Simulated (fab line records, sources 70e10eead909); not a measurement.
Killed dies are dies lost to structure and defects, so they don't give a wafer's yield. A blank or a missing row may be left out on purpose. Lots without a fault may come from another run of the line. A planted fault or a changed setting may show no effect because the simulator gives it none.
Chamber matching | flow nand_harc | NHARC_A_STAIRCASE_ALD_415 on ald_hk-04: 4 sister chambers
The step deposits SiO2, target thk 30 nm, pulse time 6 s, ald cycles 300. 16 wafers are shown with their chamber, then 8 later ones without.

WAFERS WITH THEIR CHAMBER
wafer  | chamber | heater_power_w (W) | precursor_pulse_height_rel
L074.3 | 3       | 403                | 1.027
L074.5 | 2       | 484                | 1.011
L074.6 | 1       | 420                | 0.976
L075.1 | 1       | 409                | 0.986
L075.2 | 2       | 483                | 0.984
L075.5 | 1       | 425                | 1.004
L076.1 | 0       | 482                | 1.024
L076.3 | 1       | 415                | 0.997
L076.6 | 1       | 424                | 1.017
L080.4 | 2       | 470                | 1.031
L080.5 | 1       | 422                | 1.020
L080.6 | 2       | 475                | 0.980
L082.4 | 2       | 488                | 0.990
L082.5 | 3       | 418                | 1.032
L082.6 | 2       | 477                | 1.027
L083.3 | 3       | 411                | 0.993

SIGNATURES (means of the wafers above)
reading                    | chamber 0 | chamber 1 | chamber 2 | chamber 3 | scatter within a chamber
heater_power_w             | 482.00    | 419.17    | 479.50    | 410.67    | 6.59
precursor_pulse_height_rel | 1.02400   | 1.00000   | 1.00383   | 1.01733   | 0.0201
Rule: a wafer's distance from a chamber is the root of the sum, over the readings, of the square of ((its reading less the chamber's mean) divided by the reading's scatter). The wafer belongs to the nearest chamber; if the next one is less than 2 further off, it can't be placed. The scatter: the root of (the sum of the squares of (reading less its chamber's mean) over the shown wafers, divided by (wafers less chambers)).

WAFERS WITHOUT THEIR CHAMBER
wafer  | heater_power_w (W) | precursor_pulse_height_rel
L083.5 | 488                | 1.016
L083.6 | 410                | 1.002
L088.1 | 397                | 0.980
L088.2 | 480                | 0.998
L088.4 | 428                | 0.998
L095.2 | 493                | 1.013
L095.4 | 495                | 0.988
L095.5 | 480                | 1.008

WHICH CHAMBER EACH WENT THROUGH
wafer  | from the rows above     | in truth
L083.5 | can't be placed: 0 or 2 | 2
L083.6 | can't be placed: 3 or 1 | 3
L088.1 | can't be placed: 3 or 1 | 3
L088.2 | can't be placed: 2 or 0 | 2
L088.4 | can't be placed: 1 or 3 | 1
L095.2 | can't be placed: 0 or 2 | 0
L095.4 | can't be placed: 2 or 0 | 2
L095.5 | can't be placed: 2 or 0 | 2
Placed correctly: 0 of 8. Can't be placed from these rows: 8 (the true chamber is among the candidates in 8). Placed wrongly: 0.
